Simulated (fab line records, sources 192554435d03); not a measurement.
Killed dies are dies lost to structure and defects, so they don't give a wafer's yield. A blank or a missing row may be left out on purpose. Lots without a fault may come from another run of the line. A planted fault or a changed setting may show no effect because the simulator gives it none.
fab line records | flow n5_finfet
record lots=9 wafers=27 last_day=20
route steps=1938 shown BEOL_M2@880 BEOL_M4@1111
lots that met no fault: from a run of the same line without faults
start_h: hours from the record's first day to the start of the lot's first wafer shown | wait_h: hours since the lot's step before | " the same as in the row above | L1.1+2: a row that stands for several wafers | - no value, or no start given | * or withheld: withheld | < > ~ a bound
route shown NAME@n: a module of which the file shows steps, and the number in the route of the first | usual: mean/standard deviation of fault-free wafers | same: alike in all rows | chamber/n: place in a boat | sites: the reading at each site | _std_site: their standard deviation | _edge_site: outer sites' mean less inner sites' | radius_mm: how far each site lies from the wafer's centre | mask NAME#n: copy n | behind: the tool/chamber that last shaped the wafer | hold: why the lot was held/for how many hours/how that ended | device: the transistor (n, p or np) that didn't switch | end of line: the same wafers' tests at the end of the route | a step without rows: its recipe alone | killed: dies lost to structure and defects at the first sort, not the wafer's yield | map: a wafer's dies, x killed, . not, _ none there
set.NAME: the setting as run; set.NAME@STEP: as run at that earlier step | model.NAME: the simulator's own value behind a step, which no gauge read
steps of the route over a sample of lots; a table a step, a row a wafer
services: from which hour (start_h, from the record's first day; less than 0 if before it) a tool's chamber was out of use, for how many hours, and why
## steps
# step N5_BEOL_M2_ETCH_77
# recipe chemistry=N2/H2 target=underlayer target_depth_a=65 mask_material=CAR-EUV time_s=5.2 ion_energy_ev=200 pressure_mtorr=30 source_w=840 bias_w=150 n2_flow_sccm=200 h2_flow_sccm=200 ends=cleared
# usual drypump_motor_current_A=5.9/0.49 etch_rf_on_time_s=5.19/0.13 oes_product_au=0.64/0.082 rf_vpp_V=524.2/3 showerhead_plenum_p_Torr=2.56/0.098 throttle_valve_pct=17.9/0.35
# columns lot.wafer tool chamber start_h wait_h drypump_motor_current_A etch_rf_on_time_s oes_product_au rf_hours_counter_h rf_vpp_V showerhead_plenum_p_Torr throttle_valve_pct
L147.2 rie_diel-06 3 157.74 0.0 6.8 5.26 0.60 214 524.6 2.62 17.9
L147.3 " 2 " " 6.2 5.23 0.60 213 526.2 2.63 18.1
L147.4 " 0 " " 5.9 5.14 0.64 180 525.7 2.64 18.0
L149.3 rie_diel-02 0 158.10 0.0 6.1 4.95 0.84 7 526.2 2.71 17.2
L149.4 " 1 " " 5.4 5.32 0.61 203 524.6 2.53 18.3
L149.5 " 0 " " 6.1 5.00 0.85 - 527.6 2.71 17.1
L148.1 rie_diel-06 0 160.96 0.0 5.9 5.23 0.63 181 527.4 2.64 18.0
L148.4 " 2 " " 6.2 5.29 0.59 214 525.0 2.63 18.1
L148.5 " 2 " " 6.2 5.27 0.59 - 523.8 2.63 18.1
L155.1 rie_diel-06 3 193.81 0.0 6.8 5.25 0.60 226 526.0 2.62 17.9
L155.4 " 0 " " 5.9 5.24 0.62 192 526.0 2.63 18.1
L155.6 " 0 " " 5.9 5.21 0.62 - 525.8 2.63 18.1
L156.1 rie_diel-02 2 197.60 0.0 5.2 5.15 0.58 246 524.9 2.48 17.9
L156.2 " 3 " " 6.3 5.16 0.62 185 519.6 2.43 17.7
L156.6 " 3 " " 6.3 5.15 0.62 - 520.6 2.43 17.7
L159.2 rie_diel-02 2 215.07 0.0 5.2 5.24 0.57 253 523.5 2.48 17.9
L159.3 " 0 " " 6.0 5.11 0.78 25 528.3 2.71 17.2
L159.4 " 1 " " 5.5 5.34 0.60 223 524.2 2.52 18.3
L163.1 rie_diel-02 2 253.35 0.0 5.1 5.00 0.83 5 522.0 2.48 17.5
L163.2 " 3 " " 6.4 5.21 0.61 209 521.4 2.42 17.7
L163.6 " 0 " " 6.1 5.03 0.76 - 528.2 2.70 17.2
L168.1 rie_diel-03 1 276.59 0.0 5.9 5.02 0.64 198 527.5 2.63 18.5
L168.2 " 3 " " 6.1 5.20 0.87 2 530.0 2.71 17.4
L168.3 " 0 " " 4.9 5.07 0.73 36 523.2 2.49 17.5
L170.3 rie_diel-06 1 280.69 0.0 5.2 5.18 0.58 230 526.0 2.61 17.8
L170.5 " 1 " " 5.2 5.16 0.57 - 526.0 2.61 17.8
L170.6 " 2 " " 6.1 5.33 0.56 - 525.6 2.61 18.1
# step N5_BEOL_M2_ALD_98
# recipe material=SiO2 target_thk_a=25 temp_c=100 ald_precursor_family=BDEAS ald_co_reactant=O2-plasma pulse_time_s=1 co_reactant_pulse_time_s=1 purge_time_s=2 co_reactant_purge_time_s=2 ald_cycles=17 pressure_torr=2
# usual ald_cycles=17/0 heater_power_w=80/7.5 precursor_pulse_height_rel=0.999/0.02
# same purge_time_s=2
# columns lot.wafer tool chamber start_h wait_h ald_cycles heater_power_w precursor_pulse_height_rel
L147.2 ald_sin-01 0 158.06 0.3 17 77 1.009
L147.3 " 2 " " 17 82 0.991
L147.4 " 1 " " 17 90 1.011
L149.3 ald_sin-01 1 158.61 0.5 17 89 0.989
L149.4 " 2 " " 17 81 0.970
L149.5 " 1 " " 17 90 0.965
L148.1 ald_sin-03 1 161.05 0.1 17 85 1.003
L148.4 " 0 " " 17 67 1.036
L148.5 " 0 " " 17 66 1.025
L155.1 ald_sin-04 2 194.09 0.2 17 83 1.004
L155.4 " 0 " " 17 78 1.026
L155.6 " 2 " " 17 85 1.012
L156.1 ald_sin-01 2 197.70 0.1 17 82 0.986
L156.2 " 0 " " 10 76 0.989
L156.6 " 1 " " 17 91 0.997
L159.2 ald_sin-01 2 215.17 0.1 10 82 0.988
L159.3 " 3 " " 17 71 1.028
L159.4 " 0 " " 10 79 0.983
L163.1 ald_sin-03 2 253.68 0.3 17 86 1.019
L163.2 " 1 " " 17 85 1.033
L163.6 " 3 " " 17 73 0.993
L168.1 ald_sin-04 3 276.79 0.1 17 68 1.016
L168.2 " 2 " " 17 84 0.992
L168.3 " 0 " " 17 74 1.011
L170.3 ald_sin-04 3 280.92 0.2 17 67 0.994
L170.5 " 3 " " 17 68 1.004
L170.6 " 0 " " 17 76 0.995
# step N5_BEOL_M2_ETCH_70
# recipe chemistry=N2/H2 target=SOC target_depth_a=800 overetch_a=240 mask_material=SiARC temp_c=40 time_s=130 ion_energy_ev=200 pressure_mtorr=30 source_w=840 bias_w=150 n2_flow_sccm=200 h2_flow_sccm=200
# usual drypump_motor_current_A=5.8/0.49 oes_product_au=0.56/0.063 rf_vpp_V=524/3.1 showerhead_plenum_p_Torr=2.54/0.11 throttle_valve_pct=17.8/0.38
# columns lot.wafer tool chamber start_h wait_h drypump_motor_current_A oes_product_au rf_hours_counter_h rf_vpp_V showerhead_plenum_p_Torr throttle_valve_pct
L147.2 rie_diel-02 2 169.59 0.0 5.2 0.51 239 523 2.49 17.8
L147.3 " 0 " " 6.1 0.69 10 527 2.71 17.1
L147.4 " 3 " " 6.4 0.54 176 521 2.44 17.6
L149.3 rie_diel-03 2 169.59 0.0 5.6 0.54 172 519 2.42 17.8
L149.4 " 1 " " 5.9 0.57 - 526 2.65 18.4
L149.5 " 3 " " 6.1 0.50 - 521 2.40 17.7
L148.1 rie_diel-06 1 174.60 0.0 5.2 0.51 194 526 2.62 17.7
L148.4 " 3 " " 6.8 0.52 219 527 2.62 17.9
L148.5 " 3 " " 6.8 0.52 - 526 2.62 17.8
L155.1 rie_diel-03 0 199.17 0.0 4.9 0.69 5 523 2.50 17.4
L155.4 " 1 " " 5.9 0.56 165 526 2.65 18.4
L155.6 " 1 " " 6.0 0.56 - 527 2.65 18.4
L156.1 rie_diel-02 1 199.65 0.0 5.4 0.53 217 523 2.53 18.3
L156.2 " 0 " " 6.1 0.67 21 528 2.71 17.2
L156.6 " 2 " " 5.2 0.51 - 522 2.48 17.8
L159.2 rie_diel-02 3 236.07 0.0 6.4 0.52 202 519 2.43 17.6
L159.3 " 1 " " 5.5 0.53 232 523 2.52 18.3
L159.4 " 3 " " 6.4 0.53 - 521 2.43 17.6
L163.1 rie_diel-03 0 258.09 0.0 4.9 0.65 28 522 2.49 17.4
L163.2 " 2 " " 5.7 0.52 204 521 2.41 17.8
L163.6 " 0 " " 4.9 0.65 - 523 2.49 17.4
L168.1 rie_diel-03 3 282.95 0.0 6.1 0.73 4 529 2.71 17.3
L168.2 " 1 " " 5.9 0.54 201 525 2.63 18.5
L168.3 " 2 " " 5.6 0.52 215 520 2.41 17.8
L170.3 rie_diel-03 0 299.65 0.0 4.9 0.63 44 523 2.48 17.4
L170.5 " 2 " " 5.6 0.51 - 520 2.40 17.9
L170.6 " 3 " " 6.1 0.70 - 530 2.71 17.3
# step N5_BEOL_M2_STRIP_97
# recipe chemistry=N2/H2 time_s=10 power_w=450 temp_c=40 pressure_mtorr=20 rf_frequency_hz=6e+07 bias_power_w=7 n2_flow_sccm=200 h2_flow_sccm=200
# usual drypump_motor_current_A=5.8/0.49 oes_product_au=0.76/0.092 rf_vpp_V=59.0/0.86 showerhead_plenum_p_Torr=2.54/0.11 throttle_valve_pct=23.6/0.44
# columns lot.wafer tool chamber start_h wait_h drypump_motor_current_A oes_product_au rf_hours_counter_h rf_vpp_V showerhead_plenum_p_Torr throttle_valve_pct
L147.2 rie_diel-02 2 - - 5.1 0.68 239 59.9 2.48 23.6
L147.3 " 0 " " 6.1 0.95 10 59.1 2.71 22.9
L147.4 " 3 " " 6.3 0.73 176 59.4 2.43 23.4
L149.3 rie_diel-03 2 - - 5.7 0.73 172 57.5 2.42 23.6
L149.4 " 1 " " 5.9 0.77 - 59.2 2.65 24.4
L149.5 " 3 " " 6.1 0.68 - 57.6 2.40 23.4
L148.1 rie_diel-06 1 - - 5.2 0.70 195 59.7 2.62 23.3
L148.4 " 3 " " 6.8 0.71 219 60.1 2.62 23.7
L148.5 " 3 " " 6.8 0.71 - 59.2 2.62 23.7
L155.1 rie_diel-03 0 - - 4.9 0.96 5 59.4 2.50 23.2
L155.4 " 1 " " 5.9 0.77 165 58.2 2.64 24.4
L155.6 " 1 " " 6.0 0.77 - 59.9 2.64 24.4
L156.1 rie_diel-02 1 - - 5.5 0.72 217 58.9 2.52 24.1
L156.2 " 0 " " 6.1 0.92 21 60.5 2.70 22.9
L156.6 " 2 " " 5.2 0.67 - 60.0 2.48 23.6
L159.2 rie_diel-02 3 - - 6.3 0.71 202 59.5 2.42 23.4
L159.3 " 1 " " 5.5 0.71 233 58.5 2.52 24.1
L159.4 " 3 " " 6.3 0.72 - 59.3 2.42 23.4
L163.1 rie_diel-03 0 - - 4.9 0.89 29 58.3 2.49 23.2
L163.2 " 2 " " 5.6 0.71 205 57.8 2.41 23.6
L163.6 " 0 " " 4.9 0.89 - 59.0 2.49 23.2
L168.1 rie_diel-03 3 - - 6.1 0.99 4 59.3 2.71 23.1
L168.2 " 1 " " 5.9 0.74 201 59.1 2.63 24.4
L168.3 " 2 " " 5.6 0.70 215 58.3 2.40 23.6
L170.3 rie_diel-03 0 - - 4.9 0.86 44 58.0 2.48 23.2
L170.5 " 2 " " 5.6 0.69 - 58.3 2.40 23.6
L170.6 " 3 " " 6.1 0.96 - 58.8 2.70 23.1
# step N5_BEOL_M4_RC_MEAS_101
# usual DIBL_N=36.3/1.6 DIBL_P=36.4/2.1 IOFF_N=0.16/0.032 IOFF_P=0.22/0.044 ION_N=675/12 ION_P=463/8.3 SS_N=71.6/0.64 SS_P=73.3/0.67 VT_N=250/3.3 VT_P=-250/3.7
# columns lot.wafer tool chamber start_h wait_h DIBL_N[mV/V] DIBL_P[mV/V] IOFF_N[nA/um] IOFF_P[nA/um] ION_N[uA/um] ION_P[uA/um] SS_N[mV/dec] SS_P[mV/dec] VT_N[mV] VT_P[mV]
L149.3 prober-01 0 209.26 0.3 37.6 38.7 0.17 0.21 675 462 72.0 73.9 248 -250
L149.4 " 0 " " 35.8 35.3 0.13 0.16 672 452 71.6 72.1 252 -256
L149.5 " 0 " " 35.0 35.0 0.12 0.16 666 455 70.9 72.7 252 -255
L147.2 prober-01 0 221.38 0.2 33.9 34.4 0.12 0.18 664 454 70.7 72.0 254 -252
L147.3 " 0 " " 35.8 36.6 0.16 0.21 683 466 71.1 72.7 250 -253
L147.4 " 0 " " 33.8 33.3 0.12 0.17 663 460 71.6 72.3 252 -254
L148.1 prober-01 0 227.39 0.0 33.7 33.5 0.13 0.19 671 471 71.2 72.6 252 -249
L148.4 " 0 " " 33.8 33.5 0.12 0.19 659 464 71.0 73.0 254 -249
L148.5 " 0 " " 35.0 35.4 0.15 0.22 664 463 71.5 72.8 250 -251
L155.1 prober-01 0 254.70 0.0 38.7 39.0 0.20 0.32 664 472 73.3 73.9 248 -242
L155.4 " 0 " " 38.2 39.1 0.18 0.32 683 477 71.7 73.5 249 -244
L155.6 " 0 " " 37.8 37.9 0.18 0.31 686 484 72.3 73.8 247 -240
L156.1 prober-02 0 257.00 0.0 35.4 35.7 0.15 0.18 665 457 71.2 72.8 251 -254
L156.2 " 0 " " 37.9 38.7 0.21 0.23 697 468 71.7 74.1 246 -250
L156.6 " 0 " " 36.7 37.3 0.18 0.20 674 454 71.2 73.0 249 -251
L159.2 prober-01 0 279.55 0.2 37.1 37.6 0.17 0.23 692 464 72.2 73.9 248 -250
L159.3 " 0 " " 36.7 35.7 0.15 0.19 681 456 71.4 72.4 250 -252
L159.4 " 0 " " 35.6 34.2 0.13 0.18 670 453 71.1 72.9 251 -253
L163.1 prober-02 0 309.94 0.0 36.4 36.7 0.16 0.23 685 475 71.0 73.9 249 -249
L163.2 " 0 " " 34.7 33.9 0.13 0.19 669 460 70.9 72.7 251 -249
L163.6 " 0 " " 35.0 33.9 0.14 0.20 676 463 71.5 72.5 251 -248
L168.1 prober-02 0 350.85 0.0 35.6 35.1 0.12 0.18 648 450 71.4 73.4 255 -253
L168.2 " 0 " " 34.9 34.2 0.12 0.17 672 464 70.7 73.2 254 -251
L168.3 " 0 " " 36.8 35.7 0.14 0.19 667 461 70.9 72.4 252 -253
L170.3 prober-01 0 381.41 0.3 35.7 34.9 0.15 0.21 665 459 71.9 72.9 250 -250
L170.5 " 0 " " 37.1 36.6 0.17 0.23 670 462 72.6 73.0 248 -248
L170.6 " 0 " " 35.8 35.0 0.15 0.21 680 463 72.4 72.9 253 -251
## services
# columns tool chamber start_h hours kind
rie_diel-03 0 163.82 - clean
rie_diel-03 0 163.82 - consumable_replace:focus_ring
rie_diel-03 0 163.82 23.9 scheduled_down
rie_diel-03 0 163.82 23.9 vent_cycle
rie_diel-02 2 187.41 4.7 repair
ald_sin-03 2 191.18 3.0 repair
rie_diel-06 2 204.99 5.7 repair
rie_diel-02 0 209.63 4.7 repair
rie_diel-02 2 215.22 8.0 repair
rie_diel-02 2 223.32 - clean
rie_diel-02 2 223.32 - consumable_replace:focus_ring
rie_diel-02 2 223.32 17.2 scheduled_down
rie_diel-02 2 223.32 17.2 vent_cycle
rie_diel-03 2 232.24 9.5 repair
rie_diel-06 - 234.94 0.5 repair
rie_diel-03 3 245.80 5.4 repair
ald_sin-04 2 248.89 8.2 repair
rie_diel-03 3 251.28 - clean
rie_diel-03 3 251.28 - consumable_replace:focus_ring
rie_diel-03 3 251.28 - consumable_replace:showerhead
rie_diel-03 3 251.28 21.2 scheduled_down
rie_diel-03 3 251.28 21.2 vent_cycle
ald_sin-03 0 252.23 4.6 repair
ald_sin-03 - 268.25 14.0 pm
## key
first_sign step=N5_BEOL_M2_ALD_98 reading=ald_cycles direction=down sigmas=99+ usual=* struck=*
effect none on later readings
met_at N5_BEOL_M2_ALD_98
struck_lots L156,L159
struck_wafers L156.2,L159.2,L159.4
not_acting_at N5_BEOL_M2_ETCH_77,N5_BEOL_M2_ETCH_70,N5_BEOL_M2_STRIP_97
onset_between 158.61 197.70
fault kind=process_parameter_drift tool=ald_sin-01 chamber=- onset_h=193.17 steps=N5_BEOL_M2_ALD_98 channel=ald_cycles offset=* shape=step end_h=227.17 scope=struck_wafers_only acts_in=* stated=*
